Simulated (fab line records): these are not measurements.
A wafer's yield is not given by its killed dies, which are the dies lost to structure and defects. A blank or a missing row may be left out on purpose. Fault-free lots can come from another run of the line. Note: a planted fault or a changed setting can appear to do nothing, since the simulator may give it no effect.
Chamber matching || flow n5-finfet || N5_PASSIVATION_STRIP_14 on rie-diel-01 has 4 sister chambers
The step strips in O2. 14 wafers are shown with their chamber, then 7 later ones without.

## WAFERS WITH THEIR CHAMBER
{"wafer": "L691.3", "chamber": 1, "showerhead-plenum-p-Torr (Torr)": 2.21, "oes-product-au (a.u.)": 0.83, "throttle-valve-pct (%)": 16.57}
{"wafer": "L691.4", "chamber": 0, "showerhead-plenum-p-Torr (Torr)": 2.16, "oes-product-au (a.u.)": 0.73, "throttle-valve-pct (%)": 16.62}
{"wafer": "L691.6", "chamber": 1, "showerhead-plenum-p-Torr (Torr)": 2.21, "oes-product-au (a.u.)": 0.83, "throttle-valve-pct (%)": 16.54}
{"wafer": "L695.1", "chamber": 3, "showerhead-plenum-p-Torr (Torr)": 2.03, "oes-product-au (a.u.)": 0.81, "throttle-valve-pct (%)": 16.47}
{"wafer": "L695.4", "chamber": 2, "showerhead-plenum-p-Torr (Torr)": 2.15, "oes-product-au (a.u.)": 0.95, "throttle-valve-pct (%)": 16.48}
{"wafer": "L695.6", "chamber": 0, "showerhead-plenum-p-Torr (Torr)": 2.16, "oes-product-au (a.u.)": 0.72, "throttle-valve-pct (%)": 16.68}
{"wafer": "L699.2", "chamber": 0, "showerhead-plenum-p-Torr (Torr)": 2.15, "oes-product-au (a.u.)": 0.72, "throttle-valve-pct (%)": 16.65}
{"wafer": "L699.4", "chamber": 2, "showerhead-plenum-p-Torr (Torr)": 2.15, "oes-product-au (a.u.)": 0.91, "throttle-valve-pct (%)": 16.50}
{"wafer": "L699.6", "chamber": 0, "showerhead-plenum-p-Torr (Torr)": 2.15, "oes-product-au (a.u.)": 0.71, "throttle-valve-pct (%)": 16.66}
{"wafer": "L709.1", "chamber": 3, "showerhead-plenum-p-Torr (Torr)": 2.02, "oes-product-au (a.u.)": 0.79, "throttle-valve-pct (%)": 16.56}
{"wafer": "L709.2", "chamber": 2, "showerhead-plenum-p-Torr (Torr)": 2.14, "oes-product-au (a.u.)": 0.88, "throttle-valve-pct (%)": 16.50}
{"wafer": "L709.3", "chamber": 0, "showerhead-plenum-p-Torr (Torr)": 2.15, "oes-product-au (a.u.)": 0.71, "throttle-valve-pct (%)": 16.70}
{"wafer": "L710.2", "chamber": 1, "showerhead-plenum-p-Torr (Torr)": 2.20, "oes-product-au (a.u.)": 0.78, "throttle-valve-pct (%)": 16.62}
{"wafer": "L710.4", "chamber": 2, "showerhead-plenum-p-Torr (Torr)": 2.14, "oes-product-au (a.u.)": 0.88, "throttle-valve-pct (%)": 16.53}

SIGNATURES (averages over the wafers above)
{"reading": "showerhead-plenum-p-Torr", "chamber 0": 2.1540, "chamber 1": 2.2067, "chamber 2": 2.1450, "chamber 3": 2.0250, "scatter within a chamber": 0.0058}
{"reading": "oes-product-au", "chamber 0": 0.7180, "chamber 1": 0.8133, "chamber 2": 0.9050, "chamber 3": 0.8000, "scatter within a chamber": 0.0233}
{"reading": "throttle-valve-pct", "chamber 0": 16.6620, "chamber 1": 16.5767, "chamber 2": 16.5025, "chamber 3": 16.5150, "scatter within a chamber": 0.035}
Rule: for a wafer and a chamber, the distance is found by dividing, reading by reading, the gap between the wafer's reading and the chamber's mean by the reading's scatter, squaring, summing and taking the root. If the next closest chamber is less than 2 further off than the closest, the wafer can't be placed; otherwise it belongs to the closest. The scatter is the square root of a quotient: the sum, over the shown wafers, of each reading's squared deviation from its chamber's mean, divided by wafers minus chambers.

## WAFERS WITH NO CHAMBER GIVEN
{"wafer": "L710.6", "showerhead-plenum-p-Torr (Torr)": 2.14, "oes-product-au (a.u.)": 0.87, "throttle-valve-pct (%)": 16.50}
{"wafer": "L711.3", "showerhead-plenum-p-Torr (Torr)": 2.14, "oes-product-au (a.u.)": 0.88, "throttle-valve-pct (%)": 16.54}
{"wafer": "L711.4", "showerhead-plenum-p-Torr (Torr)": 2.20, "oes-product-au (a.u.)": 0.80, "throttle-valve-pct (%)": 16.65}
{"wafer": "L711.5", "showerhead-plenum-p-Torr (Torr)": 2.15, "oes-product-au (a.u.)": 0.72, "throttle-valve-pct (%)": 16.70}
{"wafer": "L712.4", "showerhead-plenum-p-Torr (Torr)": 2.14, "oes-product-au (a.u.)": 0.88, "throttle-valve-pct (%)": 16.54}
{"wafer": "L712.5", "showerhead-plenum-p-Torr (Torr)": 2.15, "oes-product-au (a.u.)": 0.70, "throttle-valve-pct (%)": 16.69}
{"wafer": "L712.6", "showerhead-plenum-p-Torr (Torr)": 2.02, "oes-product-au (a.u.)": 0.77, "throttle-valve-pct (%)": 16.56}

## THE CHAMBER EACH PASSED THROUGH
{"wafer": "L710.6", "from the rows above": 2, "in truth": 2}
{"wafer": "L711.3", "from the rows above": 2, "in truth": 2}
{"wafer": "L711.4", "from the rows above": 1, "in truth": 1}
{"wafer": "L711.5", "from the rows above": 0, "in truth": 0}
{"wafer": "L712.4", "from the rows above": 2, "in truth": 2}
{"wafer": "L712.5", "from the rows above": 0, "in truth": 0}
{"wafer": "L712.6", "from the rows above": 3, "in truth": 3}
Correct placement for 7 of the 7. Left unplaced by these rows: 0. Placed wrongly: 0.
